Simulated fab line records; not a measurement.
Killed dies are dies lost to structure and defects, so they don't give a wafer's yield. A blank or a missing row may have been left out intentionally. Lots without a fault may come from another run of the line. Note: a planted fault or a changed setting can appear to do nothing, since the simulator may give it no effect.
Comparing a struck lot with a sound one | flow nandHarc | 32 steps out of a route of 1302
Sound: the wafers L883.1, L883.3, L883.5. Struck: wafer L863.5 (left out: L863.6, a lot-mate that was not struck); the cause follows at the end.
Order at every step that has rows: each side's tool, ch and its chambers, its first start. Under that, the readings that differ: sound wafers | struck wafers | difference of the means | sigmas: that difference in standard deviations of wafers without a fault.
alike: words and numbers the same on both sides, and readings whose means are apart by under 2 such deviations; not compared: readings that were withheld, readings missing a value for some wafer, numbers with overlapping values and no deviation given by the record, and bounds like >300 which may hide the same value.
A row with sigmas, a row that says differs or no value, or rows on one side alone: a step with any of these is where the two part. When numbers do not overlap yet have no deviation, they are printed without sigmas and do not part them. Lack of a reading on every wafer of one side parts them only where that side has two or more wafers.

first, 5 steps without rows for these wafers: NHARC_A_ONON_D1_DEP_19 (target thk 1000 nm); NHARC_A_ONON_D1_DEP_22 (target thk 1000 nm); NHARC_A_ONON_D1_DEP_25 (target thk 1000 nm); NHARC_A_ONON_D1_DEP_28 (target thk 1000 nm); NHARC_A_ONON_D1_DEP_33 (deposits SiO2, target thk 200 nm).
NHARC_A_CHANNEL_HOLE_D1_DEP_00: deposits aC, target thk 3100 nm.
  sound on aclDep-02 ch 0, day 17 08:36; struck on aclDep-02 ch 0, day 8 21:38
  alike: throttleValvePct
then, 25 steps without rows for these wafers: NHARC_A_CHANNEL_HOLE_D1_DEP_01 (deposits SiON, target thk 140 nm); NHARC_A_CHANNEL_HOLE_D1_DEHYDRATE_02 (time 120 s); NHARC_A_CHANNEL_HOLE_D1_HMDS_03 (time 30 s); NHARC_A_CHANNEL_HOLE_D1_COAT_36 (time 75 s); NHARC_A_CHANNEL_HOLE_D1_COAT_37 (time 65 s); NHARC_A_CHANNEL_HOLE_D1_COAT_04 (resist thk 90 nm); NHARC_A_CHANNEL_HOLE_D1_SOFTBAKE_05 (time 55 s); NHARC_A_CHANNEL_HOLE_D1_EBR_06; NHARC_A_CHANNEL_HOLE_D1_EXPOSE_07 (exposes mask HOLE D1, target cd 100 nm); NHARC_A_CHANNEL_HOLE_D1_PEB_08 (peb time 65 s); NHARC_A_CHANNEL_HOLE_D1_DEVELOP_09 (develop time 35 s); NHARC_A_CHANNEL_HOLE_D1_DESCUM_15 (chemistry O2, time 3 s); NHARC_A_CHANNEL_HOLE_D1_ETCH_38 (etches the open film in CF4, target depth 39 nm, time 65 s); NHARC_A_CHANNEL_HOLE_D1_ETCH_39 (etches the open film in N2/H2, target depth 260 nm, time 325 s); NHARC_A_CHANNEL_HOLE_D1_ETCH_34 (etches the open film in CF4/CHF3, target depth 154 nm, time 77 s); NHARC_A_CHANNEL_HOLE_D1_ETCH_16 (etches the open film in O2/COS, target depth 3100 nm, time 806 s); NHARC_A_CHANNEL_HOLE_D1_ETCH_19 (etches the open film in C4F8/O2/Ar, time 34.5 s); NHARC_A_CHANNEL_HOLE_D1_ETCH_20 (etches the open film in C4F8/O2/Ar, time 361.9 s, target depth 1600 nm); NHARC_A_CHANNEL_HOLE_D1_ETCH_21 (etches the open film in C4F8/O2/Ar, time 514.3 s, target depth 1600 nm); NHARC_A_CHANNEL_HOLE_D1_ETCH_22 (etches the open film in C4F8/O2/Ar, time 666.7 s, target depth 1600 nm); NHARC_A_CHANNEL_HOLE_D1_ETCH_23 (etches the open film in C4F8/O2/Ar, time 819 s, target depth 1600 nm); NHARC_A_CHANNEL_HOLE_D1_ETCH_24 (etches the open film in C4F8/O2/Ar, time 906.2 s, target depth 1500 nm); NHARC_A_CHANNEL_HOLE_D1_ETCH_25 (etches the open film in C4F8/O2/Ar, time 1040.2 s, target depth 1500 nm); NHARC_A_CHANNEL_HOLE_D1_ETCH_26 (etches the open film in C4F8/O2/Ar, time 224.1 s, target depth 300 nm); NHARC_A_CHANNEL_HOLE_D1_ETCH_33 (etches the open film in C4F8/O2/Ar, time 90 s, target depth 400 nm).
-- jump in the record: it breaks off in module A_CHANNEL_HOLE_D1 and resumes in module END (first step shown: number 1302 of the route), and 16 days separate the struck wafers' starts before and after --
NHARC_END_SORT_01:
  here the record holds rows for the struck wafers (prober-02 ch 0, day 24 23:38) but none for the sound ones

## WHERE THEY PART
Only at NHARC_END_SORT_01, as far as this record shows.

WHY: what the simulator had put in
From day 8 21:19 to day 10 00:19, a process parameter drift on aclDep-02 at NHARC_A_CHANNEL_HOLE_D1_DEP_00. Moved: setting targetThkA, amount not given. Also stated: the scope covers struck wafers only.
